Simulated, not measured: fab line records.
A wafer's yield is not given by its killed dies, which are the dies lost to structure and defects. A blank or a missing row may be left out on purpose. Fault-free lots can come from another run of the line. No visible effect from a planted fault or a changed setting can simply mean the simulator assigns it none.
Which tool did it? -- flow nand_harc -- Sampling: 6 lots, 18 wafers, 5 of 1302 route steps

## WHAT EACH GAUGE READ, for each wafer
NHARC_END_SORT_01.
lot,measured,on,defect_limited_yield (%)
L975,day 29 05:33,prober-01,76 88 88

## WHICH TOOL RAN EACH LOT (tool, then ch and the chambers of the sampled wafers, then the start)
lot,NHARC_A_M1_PRE_CLEAN_32,NHARC_A_BONDPAD_CMP_19,NHARC_THIN_TSV_STRIP_45,NHARC_THIN_TSV_CMP_21
L963,"pecvd-02 ch 0,2, day 23 03:37","cmp-03 ch 2,3, day 23 07:46","plasma_asher-01 ch 0,1, day 23 21:49","cmp-01 ch 0,1, day 24 01:04"
L967,"pecvd-04 ch 0,1,2, day 25 02:04","cmp-02 ch 0,3, day 25 06:02","plasma_asher-01 ch 0,1, day 25 20:05","cmp-02 ch 0,2,3, day 25 23:46"
L975,"pecvd-04 ch 0,2, day 27 20:26","cmp-04 ch 0,1, day 28 00:24","plasma_asher-01 ch 0,1, day 28 15:41","cmp-01 ch 1,2,3, day 28 19:00"
L979,"pecvd-03 ch 1,2, day 29 16:04","cmp-04 ch 1,2,3, day 29 20:10","plasma_asher-02 ch 0,1, day 30 12:37","cmp-02 ch 1,2,3, day 30 16:01"
L981,"pecvd-03 ch 0,1,2, day 30 19:55","cmp-03 ch 1,2, day 31 00:01","plasma_asher-01 ch 0,1, day 31 14:01","cmp-01 ch 1,2,3, day 31 17:26"
L983,"pecvd-04 ch 0,2, day 31 18:53","cmp-04 ch 1,2,3, day 31 23:11","plasma_asher-01 ch 0,1, day 32 13:32","cmp-02 ch 0,1,3, day 32 16:50"
- NHARC_A_M1_PRE_CLEAN_32: time 12 s.
- NHARC_A_BONDPAD_CMP_19: polishes, t overpolish 30 s, cu recess touch 16 s, target thk 169.82 nm.
- NHARC_THIN_TSV_STRIP_45: strips in O2.
- NHARC_THIN_TSV_CMP_21: polishes, t overpolish 30 s, target thk 2000 nm.

## THE ANSWER, worked out from the rows above alone
Rule: usual is defined by the lots themselves. Put in order of their means at a reading, lots are off if they are a third of the lots or fewer, leave a main group of 4 or more, and stand apart from it by a gap of 3 or more times the standard deviation of the main group's means; of several such gaps the widest counts. A main group whose means are all the same, to the digits that the tables above print for the reading, isn't used. A lot without any number at a reading at which 4 lots or more have one is off too. The other lots that the step has rows for count as sound.
None of the lots is off at any reading shown; this tells nothing.

## WHAT THE SIMULATOR HAD INSERTED
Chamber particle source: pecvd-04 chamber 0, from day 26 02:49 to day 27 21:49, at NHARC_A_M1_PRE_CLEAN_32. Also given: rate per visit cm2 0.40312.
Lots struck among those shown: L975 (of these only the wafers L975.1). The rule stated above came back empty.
